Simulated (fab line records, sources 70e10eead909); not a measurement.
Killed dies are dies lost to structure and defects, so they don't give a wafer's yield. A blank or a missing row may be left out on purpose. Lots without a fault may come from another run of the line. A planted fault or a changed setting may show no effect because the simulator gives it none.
Which tool did it? | flow nand_harc | 14 lots, 42 wafers sampled, at 3 steps of a route of 1302

WHAT THE GAUGES READ, wafer by wafer
The record holds no reading of a measuring or inspecting step that can be judged against a usual standard deviation.

WHICH TOOL RAN EACH LOT (tool, then ch and the chambers of the sampled wafers, then the start)
lot  | NHARC_A_M1_PRE_CLEAN_32         | NHARC_A_BONDPAD_DEVELOP_08        | NHARC_A_BONDPAD_ETCH_34
L519 | pecvd-01 ch 0,1,2, day 22 16:05 | litho_track-07 ch 0, day 22 17:00 | rie_diel-08 ch 2,3, day 22 18:12
L520 | pecvd-01 ch 0,1, day 23 04:26   | litho_track-03 ch 0, day 23 06:00 | rie_diel-06 ch 2,3, day 23 06:34
L521 | pecvd-04 ch 0,1,2, day 23 13:36 | litho_track-07 ch 0, day 23 15:00 | rie_diel-06 ch 1,2,3, day 23 15:40
L522 | pecvd-04 ch 1,2, day 23 17:58   | litho_track-02 ch 0, day 23 19:00 | rie_diel-06 ch 0,2,3, day 23 20:06
L523 | pecvd-04 ch 0,2, day 23 19:57   | litho_track-03 ch 0, day 23 21:00 | rie_diel-06 ch 0,3, day 23 21:59
L524 | pecvd-04 ch 0,2, day 24 21:31   | litho_track-02 ch 0, day 24 23:00 | rie_diel-05 ch 1,3, day 24 23:40
L525 | pecvd-04 ch 0,2, day 25 18:02   | litho_track-03 ch 0, day 25 19:00 | rie_diel-06 ch 0,1,2, day 25 20:11
L529 | pecvd-03 ch 0,1, day 27 03:45   | litho_track-07 ch 0, day 27 05:00 | rie_diel-06 ch 1,2,3, day 27 05:55
L528 | pecvd-01 ch 0,2, day 27 10:33   | litho_track-02 ch 0, day 27 12:00 | rie_diel-08 ch 0,1,3, day 27 12:41
L533 | pecvd-04 ch 0,2, day 28 15:23   | litho_track-07 ch 0, day 28 17:00 | rie_diel-08 ch 0,3, day 28 17:32
L535 | pecvd-04 ch 1,2, day 29 13:47   | litho_track-03, day 29 15:00      | rie_diel-08 ch 0,3, day 29 15:57
L536 | pecvd-03 ch 0,1,2, day 29 15:09 | litho_track-07, day 29 16:00      | rie_diel-05 ch 0,2,3, day 29 17:11
L541 | pecvd-04 ch 0,1,2, day 31 18:22 | litho_track-02 ch 0, day 31 20:00 | rie_diel-08 ch 0,2,3, day 31 20:32
L542 | pecvd-01 ch 0,1,2, day 32 06:23 | litho_track-07 ch 0, day 32 07:00 | rie_diel-06 ch 0,1, day 32 08:22
- NHARC_A_M1_PRE_CLEAN_32: time 12 s.
- NHARC_A_BONDPAD_DEVELOP_08: time 50 s.
- NHARC_A_BONDPAD_ETCH_34: etches the open film in N2/H2, target depth 60 nm, overetch 18 nm, time 65.91 s.

WHAT THE TOOLS THEMSELVES READ (means of the sampled wafers that have a number; where no wafer has one, the mark that the record gives instead)
NHARC_A_M1_PRE_CLEAN_32. Usual: heater_power_w 646 W, standard deviation 69; rf_fwd_power_W 292.6 W, standard deviation 0.91; susceptor_temp_C 369.96 C, standard deviation 0.22.
lot  | tool     | heater_power_w (W) | rf_fwd_power_W (W) | susceptor_temp_C (C) | flag
L519 | pecvd-01 | 726                | 292.9              | 370.18               |
L520 | pecvd-01 | 733                | 291.3              | 369.97               |
L521 | pecvd-04 | 641                | 291.4              | 370.16               |
L522 | pecvd-04 | 621                | 291.9              | 370.01               |
L523 | pecvd-04 | 627                | 293.4              | 369.99               |
L524 | pecvd-04 | 643                | 292.9              | 369.70               |
L525 | pecvd-04 | 581                | 293.1              | 369.95               |
L529 | pecvd-03 | 738                | 291.6              | 369.81               |
L528 | pecvd-01 | 642                | 292.5              | 369.98               |
L533 | pecvd-04 | 689                | 293.0              | 369.83               |
L535 | pecvd-04 | 609                | 292.1              | 369.88               |
L536 | pecvd-03 | 605                | 292.9              | 370.07               |
L541 | pecvd-04 | 594                | 292.5              | 369.71               |
L542 | pecvd-01 | 671                | 293.0              | 369.67               |

NHARC_A_BONDPAD_DEVELOP_08. Usual: chill_plate_temp_C 22.98 C, standard deviation 0.11; developer_temp_C 22.01 C, standard deviation 0.11.
lot  | tool           | chill_plate_temp_C (C) | developer_temp_C (C) | flag
L519 | litho_track-07 | 23.04                  | 21.99                |
L520 | litho_track-03 | 23.12                  | 22.00                |
L521 | litho_track-07 | 23.03                  | 22.05                |
L522 | litho_track-02 | 23.06                  | 22.11                |
L523 | litho_track-03 | 22.89                  | 21.78                |
L524 | litho_track-02 | 22.90                  | 22.21                |
L525 | litho_track-03 | 23.02                  | 22.12                |
L529 | litho_track-07 | 22.96                  | 22.02                |
L528 | litho_track-02 | 23.03                  | 21.87                |
L533 | litho_track-07 | 22.99                  | 21.95                |
L535 | litho_track-03 | -                      | -                    | OFF
L536 | litho_track-07 | -                      | -                    | OFF
L541 | litho_track-02 | 22.98                  | 22.13                |
L542 | litho_track-07 | 23.06                  | 22.12                |

NHARC_A_BONDPAD_ETCH_34. Usual: chamber_pressure_mTorr 29.996 mTorr, standard deviation 0.027; drypump_motor_current_A 5.7 A, standard deviation 0.31; h2_flow_sccm 150.0 sccm, standard deviation 0.5; oes_product_au 0.996 a.u., standard deviation 0.012; rf_fwd_power_W 396.0 W, standard deviation 1.7; rf_vpp_V 428.8 V, standard deviation 1.9; showerhead_plenum_p_Torr 1.98 Torr, standard deviation 0.065; throttle_valve_pct 14.170 %, standard deviation 0.0098.
lot  | tool        | chamber_pressure_mTorr (mTorr) | drypump_motor_current_A (A) | h2_flow_sccm (sccm) | oes_product_au (a.u.) | rf_fwd_power_W (W) | rf_vpp_V (V) | showerhead_plenum_p_Torr (Torr) | throttle_valve_pct (%) | flag
L519 | rie_diel-08 | 30.002                         | 6.1                         | 150.0               | 1.000                 | 395.8              | 429.3        | 2.02                            | 14.170                 |
L520 | rie_diel-06 | 29.985                         | 5.4                         | 150.1               | 1.004                 | 395.8              | 429.2        | 1.98                            | 14.170                 |
L521 | rie_diel-06 | 29.978                         | 5.4                         | 150.1               | 0.991                 | 396.9              | 429.1        | 1.98                            | 14.168                 |
L522 | rie_diel-06 | 29.988                         | 5.6                         | 149.9               | 0.998                 | 395.8              | 429.1        | 2.00                            | 14.173                 |
L523 | rie_diel-06 | 30.037                         | 5.7                         | 150.1               | 0.988                 | 396.8              | 428.4        | 1.96                            | 14.181                 |
L524 | rie_diel-05 | 30.002                         | 6.0                         | 149.4               | 1.004                 | 394.2              | 426.7        | 1.91                            | 14.169                 |
L525 | rie_diel-06 | 29.970                         | 5.6                         | 150.1               | 1.001                 | 397.7              | 429.5        | 1.99                            | 14.166                 |
L529 | rie_diel-06 | 30.014                         | 5.4                         | 150.0               | 0.996                 | 396.6              | 429.2        | 1.98                            | 14.172                 |
L528 | rie_diel-08 | 30.007                         | 5.9                         | 149.7               | 0.990                 | 395.8              | 429.9        | 2.00                            | 14.171                 |
L533 | rie_diel-08 | 30.039                         | 5.9                         | 149.7               | 1.002                 | 394.9              | 428.9        | 1.99                            | 14.169                 |
L535 | rie_diel-08 | 29.990                         | 5.7                         | 150.3               | 1.001                 | 395.2              | 428.0        | 1.95                            | 14.167                 |
L536 | rie_diel-05 | 29.981                         | 5.7                         | 149.9               | 1.007                 | 395.0              | 428.8        | 1.96                            | 14.167                 |
L541 | rie_diel-08 | 29.984                         | 6.0                         | 150.6               | 0.997                 | 394.1              | 428.4        | 2.00                            | 14.165                 |
L542 | rie_diel-06 | 30.004                         | 5.7                         | 150.2               | 0.981                 | 398.2              | 428.4        | 1.96                            | 14.172                 |

THE ANSWER, worked out from the rows above alone
Rule: a lot is off if the mean of its wafers that have a number lies more than 3 standard deviations from the usual mean. A lot without any number at a reading at which 4 lots or more have one is off too. The other lots that the step has rows for count as sound. The gauges are gone through in route order, then the tools' own readings, and for those a lot's mean is taken as printed above. The first step at which some lot is off is used, and at that step the reading that is off furthest; a lot without a number counts as furthest.
Off: L535, L536, at NHARC_A_BONDPAD_DEVELOP_08 (chill_plate_temp_C). Without a number there: L535, L536.
A tool fits if, at that step or a process step before it, it ran every lot that is off, and no sound lot after the first of them. None of those tried fits.

WHAT THE SIMULATOR HAD PUT IN
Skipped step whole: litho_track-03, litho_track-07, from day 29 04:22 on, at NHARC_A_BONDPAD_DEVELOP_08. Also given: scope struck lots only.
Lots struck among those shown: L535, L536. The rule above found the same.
